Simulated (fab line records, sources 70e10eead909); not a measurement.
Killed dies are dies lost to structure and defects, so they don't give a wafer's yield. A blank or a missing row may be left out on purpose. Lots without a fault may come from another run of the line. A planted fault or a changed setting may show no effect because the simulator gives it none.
Chamber matching | flow nand_harc | NHARC_A_STAIRCASE_TRIM_187 on rie_diel-06: 4 sister chambers
The step chemistry O2, time 211.2 s. 8 wafers are shown with their chamber, then 7 later ones without.

WAFERS WITH THEIR CHAMBER
wafer  | chamber | drypump_motor_current_A (A) | showerhead_plenum_p_Torr (Torr)
L079.4 | 1       | 5.7                         | 3.45
L079.6 | 2       | 5.5                         | 3.71
L083.5 | 3       | 4.9                         | 3.68
L088.1 | 0       | 5.7                         | 3.59
L088.3 | 3       | 4.8                         | 3.67
L088.6 | 0       | 5.6                         | 3.59
L090.2 | 2       | 5.5                         | 3.69
L090.4 | 1       | 5.7                         | 3.43

WAFERS WITHOUT THEIR CHAMBER
wafer  | drypump_motor_current_A (A) | showerhead_plenum_p_Torr (Torr)
L090.5 | 5.5                         | 3.69
L094.2 | 4.8                         | 3.67
L094.5 | 5.6                         | 3.43
L094.6 | 5.6                         | 3.58
L093.1 | 5.5                         | 3.69
L093.2 | 4.8                         | 3.67
L093.6 | 5.7                         | 3.43

WHICH CHAMBER EACH WENT THROUGH
wafer  | from the rows above | in truth
L090.5 | 2                   | 2
L094.2 | 3                   | 3
L094.5 | 1                   | 1
L094.6 | 0                   | 0
L093.1 | 2                   | 2
L093.2 | 3                   | 3
L093.6 | 1                   | 1
Placed correctly: 7 of 7. Can't be placed from these rows: 0. Placed wrongly: 0.
How it was worked out, from the rows above alone: a wafer's distance from a chamber is the root of the sum, over the readings, of the square of ((its reading less the chamber's mean) divided by the reading's scatter). The wafer belongs to the nearest chamber; if the next one is less than 2 further off, it can't be placed. A chamber's mean is the mean of its shown wafers. The scatter: the root of (the sum of the squares of (reading less its chamber's mean) over the shown wafers, divided by (wafers less chambers)).
